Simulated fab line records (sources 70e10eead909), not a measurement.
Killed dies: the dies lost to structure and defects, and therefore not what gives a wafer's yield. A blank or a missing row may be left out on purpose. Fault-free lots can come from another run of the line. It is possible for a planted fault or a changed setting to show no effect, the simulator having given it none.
Matching of chambers :: flow nand_harc :: 3 sister chambers for NHARC_A_STAIRCASE_DEP_322 on pecvd-01
The step deposits SiO2, target thk 7200 nm. 6 wafers are shown with their chamber, then 8 later ones without.

WAFERS, EACH WITH ITS CHAMBER
wafer: L079.2
chamber: 2
heater_power_w (W): 794

wafer: L086.4
chamber: 1
heater_power_w (W): 623

wafer: L089.1
chamber: 0
heater_power_w (W): 636

wafer: L089.2
chamber: 1
heater_power_w (W): 722

wafer: L089.6
chamber: 2
heater_power_w (W): 660

wafer: L090.2
chamber: 0
heater_power_w (W): 633

WAFERS MISSING THEIR CHAMBER
wafer: L090.4
heater_power_w (W): 649

wafer: L090.6
heater_power_w (W): 521

wafer: L092.3
heater_power_w (W): 710

wafer: L092.4
heater_power_w (W): 515

wafer: L092.5
heater_power_w (W): 658

wafer: L094.2
heater_power_w (W): 630

wafer: L094.3
heater_power_w (W): 764

wafer: L094.4
heater_power_w (W): 499

THE CHAMBER EACH PASSED THROUGH
wafer: L090.4
from the rows above: can't be placed: 0 or 1 or 2
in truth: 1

wafer: L090.6
from the rows above: can't be placed: 0 or 1 or 2
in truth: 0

wafer: L092.3
from the rows above: can't be placed: 2 or 1 or 0
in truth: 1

wafer: L092.4
from the rows above: can't be placed: 0 or 1 or 2
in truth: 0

wafer: L092.5
from the rows above: can't be placed: 1 or 0 or 2
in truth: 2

wafer: L094.2
from the rows above: can't be placed: 0 or 1 or 2
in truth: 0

wafer: L094.3
from the rows above: can't be placed: 2 or 1 or 0
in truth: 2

wafer: L094.4
from the rows above: can't be placed: 0 or 1 or 2
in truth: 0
Correct placement for 0 of the 8. Unplaceable from these rows: 8, with the true chamber sitting among the candidates in 8. 0 placed wrongly.
How it was worked out, from the rows above alone: a wafer's distance from a chamber is the root of the sum, over the readings, of the square of ((its reading less the chamber's mean) divided by the reading's scatter). If the next closest chamber is less than 2 further off than the closest, the wafer can't be placed; otherwise it belongs to the closest. A chamber's mean is the mean of its shown wafers. The scatter: the root of (the sum of the squares of (reading less its chamber's mean) over the shown wafers, divided by (wafers less chambers)).
